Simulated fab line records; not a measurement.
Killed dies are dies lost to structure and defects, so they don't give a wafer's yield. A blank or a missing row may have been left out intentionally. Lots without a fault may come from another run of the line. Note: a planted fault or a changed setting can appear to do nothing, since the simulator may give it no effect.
Chamber matching :: flow nand-harc :: 4 sister chambers for NHARC_P_ZERO_WELL_DESCUM_54 on rie-diel-12
The step chemistry O2, time 3 s. 8 wafers are shown with their chamber, then 8 later ones without.

## EACH WAFER AND ITS CHAMBER
wafer: L717.4
chamber: 3
showerhead-plenum-p-Torr (Torr): 1.80
drypump-motor-current-A (A): 6.1

wafer: L721.4
chamber: 1
showerhead-plenum-p-Torr (Torr): 2.01
drypump-motor-current-A (A): 5.9

wafer: L722.1
chamber: 3
showerhead-plenum-p-Torr (Torr): 1.80
drypump-motor-current-A (A): 6.1

wafer: L725.5
chamber: 1
showerhead-plenum-p-Torr (Torr): 2.01
drypump-motor-current-A (A): 6.0

wafer: L726.2
chamber: 0
showerhead-plenum-p-Torr (Torr): 1.82
drypump-motor-current-A (A): 6.3

wafer: L726.3
chamber: 2
showerhead-plenum-p-Torr (Torr): 1.96
drypump-motor-current-A (A): 5.9

wafer: L726.5
chamber: 0
showerhead-plenum-p-Torr (Torr): 1.82
drypump-motor-current-A (A): 6.4

wafer: L736.3
chamber: 2
showerhead-plenum-p-Torr (Torr): 1.95
drypump-motor-current-A (A): 6.0

## WAFERS WITH NO CHAMBER GIVEN
wafer: L736.4
showerhead-plenum-p-Torr (Torr): 1.80
drypump-motor-current-A (A): 6.1

wafer: L736.5
showerhead-plenum-p-Torr (Torr): 1.80
drypump-motor-current-A (A): 6.1

wafer: L737.1
showerhead-plenum-p-Torr (Torr): 1.80
drypump-motor-current-A (A): 6.1

wafer: L737.2
showerhead-plenum-p-Torr (Torr): 1.82
drypump-motor-current-A (A): 6.3

wafer: L737.5
showerhead-plenum-p-Torr (Torr): 2.01
drypump-motor-current-A (A): 5.9

wafer: L739.2
showerhead-plenum-p-Torr (Torr): 1.82
drypump-motor-current-A (A): 6.4

wafer: L739.3
showerhead-plenum-p-Torr (Torr): 1.95
drypump-motor-current-A (A): 5.9

wafer: L739.6
showerhead-plenum-p-Torr (Torr): 2.01
drypump-motor-current-A (A): 5.9

## EACH ONE'S CHAMBER
wafer: L736.4
from the rows above: 3
in truth: 3

wafer: L736.5
from the rows above: 3
in truth: 3

wafer: L737.1
from the rows above: 3
in truth: 3

wafer: L737.2
from the rows above: 0
in truth: 0

wafer: L737.5
from the rows above: 1
in truth: 1

wafer: L739.2
from the rows above: 0
in truth: 0

wafer: L739.3
from the rows above: 2
in truth: 2

wafer: L739.6
from the rows above: 1
in truth: 1
Correctly placed: 8 of 8. From these rows, 0 cannot be placed. 0 placed wrongly.
How it was worked out, from the rows above alone: a wafer's distance from a chamber is the root of the sum, over the readings, of the square of ((its reading less the chamber's mean) divided by the reading's scatter). The wafer belongs to the nearest chamber; if the next one is less than 2 further off, it can't be placed. For every chamber, the mean is computed from those of its wafers that are shown. The scatter: the root of (the sum of the squares of (reading less its chamber's mean) over the shown wafers, divided by (wafers less chambers)).
